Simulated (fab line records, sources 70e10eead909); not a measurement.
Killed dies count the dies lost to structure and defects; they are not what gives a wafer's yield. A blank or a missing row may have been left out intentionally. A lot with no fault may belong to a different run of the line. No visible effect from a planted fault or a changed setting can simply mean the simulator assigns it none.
Chamber matching | flow nand_harc | NHARC_P_CONTACT_DEP_30 on pecvd-02 has 3 sister chambers
The step deposits SiNx, target thk 30 nm. 6 wafers are shown with their chamber, then 7 later ones without.

## WAFERS, EACH WITH ITS CHAMBER
wafer  | chamber | heater_power_outer_w (W) | heater_power_w (W)
L848.3 | 2       | 440                      | 740
L851.3 | 2       | 415                      | 684
L853.5 | 1       | 416                      | 689
L853.6 | 0       | 505                      | 803
L854.2 | 0       | 609                      | 913
L854.3 | 1       | 391                      | 656

## WAFERS MISSING THEIR CHAMBER
wafer  | heater_power_outer_w (W) | heater_power_w (W)
L854.4 | 389                      | 645
L860.1 | 425                      | 708
L860.3 | 456                      | 726
L860.5 | 428                      | 698
L866.1 | 413                      | 681
L866.3 | 456                      | 720
L866.6 | 417                      | 668

## WHICH CHAMBER EACH WENT THROUGH
wafer  | from the rows above     | in truth
L854.4 | can't be placed: 1 or 2 | 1
L860.1 | can't be placed: 2 or 1 | 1
L860.3 | can't be placed: 2 or 1 | 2
L860.5 | can't be placed: 2 or 1 | 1
L866.1 | can't be placed: 1 or 2 | 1
L866.3 | can't be placed: 2 or 1 | 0
L866.6 | can't be placed: 1 or 2 | 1
Placed correctly: 0 of 7. Unplaceable from these rows: 7, with the true chamber sitting among the candidates in 6. Number placed wrongly: 0.
How it was worked out, from the rows above alone: a wafer's distance from a chamber is the root of the sum, over the readings, of the square of ((its reading less the chamber's mean) divided by the reading's scatter). If the next closest chamber is less than 2 further off than the closest, the wafer can't be placed; otherwise it belongs to the closest. For every chamber, the mean is computed from those of its wafers that are shown. The scatter: take each reading less its chamber's mean, square it, sum over the shown wafers, divide by the number of wafers less the number of chambers, and take the root.
